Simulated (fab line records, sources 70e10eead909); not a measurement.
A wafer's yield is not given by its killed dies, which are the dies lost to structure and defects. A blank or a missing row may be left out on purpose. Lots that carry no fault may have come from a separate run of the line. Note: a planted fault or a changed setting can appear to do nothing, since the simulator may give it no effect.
Matching of chambers ; flow nand harc ; cmp-04 running NHARC_P_CONTACT_CMP_24: 4 sister chambers
The step polishes, t overpolish 30 s, target thk 200 nm. 4 wafers are shown with their chamber, then 7 later ones without.

## WAFERS WITH THEIR CHAMBER
wafer;chamber;motor current A (A)
L090.4;2;14.2
L090.5;0;12.0
L093.1;1;13.2
L093.3;3;10.5

## WAFERS WITHOUT THEIR CHAMBER
wafer;motor current A (A)
L093.4;14.1
L095.4;14.3
L095.5;14.1
L095.6;10.1
L096.2;13.7
L096.3;11.7
L096.6;10.2

## EACH ONE'S CHAMBER
wafer;from the rows above;in truth
L093.4;2;2
L095.4;2;2
L095.5;2;2
L095.6;3;3
L096.2;can't be placed: 1 or 2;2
L096.3;0;0
L096.6;3;3
Placed correctly: 6 of 7. Not placeable from these rows: 1 (in 1, the candidates include the true chamber). Wrongly placed: 0.
How it was worked out, from the rows above alone: a wafer's distance from a chamber is the root of the sum, over the readings, of the square of ((its reading less the chamber's mean) divided by the reading's scatter). The wafer belongs to the nearest chamber; if the next one is less than 2 further off, it can't be placed. Each chamber's mean is taken over the wafers shown for it. The scatter: root of mean squared gap, hidden wafer to nearest shown wafer, with one shown wafer a chamber.
